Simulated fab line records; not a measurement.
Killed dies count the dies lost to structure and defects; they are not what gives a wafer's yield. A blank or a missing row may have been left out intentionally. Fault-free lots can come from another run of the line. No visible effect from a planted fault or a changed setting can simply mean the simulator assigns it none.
8D (eight disciplines) problem report, filled in by code || flow n5_finfet || the parts of the form that need people (team, actions taken, sign-off) are left out

== 1. WHAT IS WRONG ==
Wafers without a fault read 175.5 W, standard deviation 1.6; heater_power_total_W at N5_PMOS_HMC_CHANNEL_EPI_PEB_07 reads a mean of 182.6 W on 4 wafers belonging to 3 lots. Relative to the usual mean, that is a shift of +4.4 standard deviations.
The step: peb time 60 s.
First seen on wafer L857.1, day 4 16:58, on litho_track-05. The record has a number at this step for 16 wafers belonging to 7 lots. Rule for "out" (also "out of limits"): further than 4 standard deviations from the usual mean. Any other wafer with a number is counted as sound.

== 2. WHAT IT IS, WHAT IT ISN'T ==
{"question": "which readings at this step", "is": "heater_power_total_W", "is not": "-"}
{"question": "which lots", "is": "L857, L861, L862", "is not": "L847, L856, L867, L868"}
{"question": "which wafers of those lots", "is": "all that have a number", "is not": "-"}
{"question": "read on which tools", "is": "litho_track-05", "is not": "litho_track-01, litho_track-03"}
{"question": "when", "is": "from day 4 16:58", "is not": "up to then (6 sound wafers); but 6 sound wafers of L867, L868 came after"}

== 3. WHAT RULES OUT EACH SUSPECT ==
Counting: a tool at a process step up to the reading stays a suspect if it ran every lot that is out and no sound lot after the first of them.
- litho_track-05 at N5_PMOS_HMC_CHANNEL_EPI_PEB_07 (peb time 60 s): kept. It processed each lot that is out, first L857 at day 4 16:58, and no sound lot thereafter; up to then, the last sound lot it processed was L856 at day 4 11:41. Its own heater_power_total_W readings are out on those wafers.
Left after counting: litho_track-05 at N5_PMOS_HMC_CHANNEL_EPI_PEB_07.

== 4. THE CAUSE (what the simulator had put in) ==
Process parameters drifting: litho_track-05 at N5_PMOS_HMC_CHANNEL_EPI_PEB_07, beginning at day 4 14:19. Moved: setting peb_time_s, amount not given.
After counting, this tool was the only one left.

== 5. SEQUENCE OF EFFECTS, ordered by route ==
One row per reading whose mean, taken over the struck wafers that have a number, lies over 3 standard deviations from the usual. Readings are gone through only where the record gives a usual standard deviation; hours: the median, over the lots, of the time from a lot's start at the first step in this table giving one to that lot's start at this step; sigmas: the change measured in usual standard deviations.
{"hours": 0, "step": "N5_PMOS_HMC_CHANNEL_EPI_PEB_07", "reading": "heater_power_total_W", "usual": "175.5 W", "on struck wafers": 182.6, "change": "+7.1", "sigmas": "+4.4"}
It contains these process steps:
- N5_PMOS_HMC_CHANNEL_EPI_PEB_07: peb time 60 s.
Later steps that measure or inspect, where all struck wafers having a row at the step show a number for every such reading and not one has moved that far: N5_PMOS_HMC_CHANNEL_EPI_CD_MEAS_09, N5_PMOS_HMC_CHANNEL_EPI_OVL_MEAS_10, N5_PMOS_HMC_CHANNEL_EPI_INSPECT_11.

== 6. HOW IT WOULD HAVE BEEN CAUGHT EARLIER ==
In this record no reading fell out of limits until day 4 16:58, 3 hours after the fault had begun at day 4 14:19.
